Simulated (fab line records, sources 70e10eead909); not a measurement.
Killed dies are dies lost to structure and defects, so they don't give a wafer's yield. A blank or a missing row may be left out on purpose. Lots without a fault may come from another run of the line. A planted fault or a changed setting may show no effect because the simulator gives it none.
Chamber matching | flow nand_harc | NHARC_P_STI_ETCH_15 on rie_si-06: 4 sister chambers
The step etches the open film in HBr/Cl2, target depth 300 nm, time 100.1 s. 4 wafers are shown with their chamber, then 7 later ones without.

WAFERS WITH THEIR CHAMBER
wafer  | chamber | drypump_motor_current_A (A)
L101.1 | 3       | 5.0
L103.6 | 2       | 6.0
L109.1 | 1       | 5.8
L109.4 | 0       | 6.0

WAFERS WITHOUT THEIR CHAMBER
wafer  | drypump_motor_current_A (A)
L109.5 | 5.9
L113.1 | 5.8
L113.2 | 5.0
L113.4 | 5.9
L116.2 | 5.9
L116.3 | 5.1
L116.6 | 6.0

WHICH CHAMBER EACH WENT THROUGH
wafer  | from the rows above          | in truth
L109.5 | can't be placed: 0 or 2 or 1 | 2
L113.1 | 1                            | 1
L113.2 | 3                            | 3
L113.4 | can't be placed: 0 or 2 or 1 | 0
L116.2 | can't be placed: 0 or 2 or 1 | 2
L116.3 | 3                            | 3
L116.6 | can't be placed: 0 or 2      | 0
Placed correctly: 3 of 7. Can't be placed from these rows: 4 (the true chamber is among the candidates in 4). Placed wrongly: 0.
How it was worked out, from the rows above alone: a wafer's distance from a chamber is the root of the sum, over the readings, of the square of ((its reading less the chamber's mean) divided by the reading's scatter). The wafer belongs to the nearest chamber; if the next one is less than 2 further off, it can't be placed. A chamber's mean is the mean of its shown wafers. The scatter: with one shown wafer a chamber, the root of the mean of the squares of how far each hidden wafer lies from its nearest shown one.
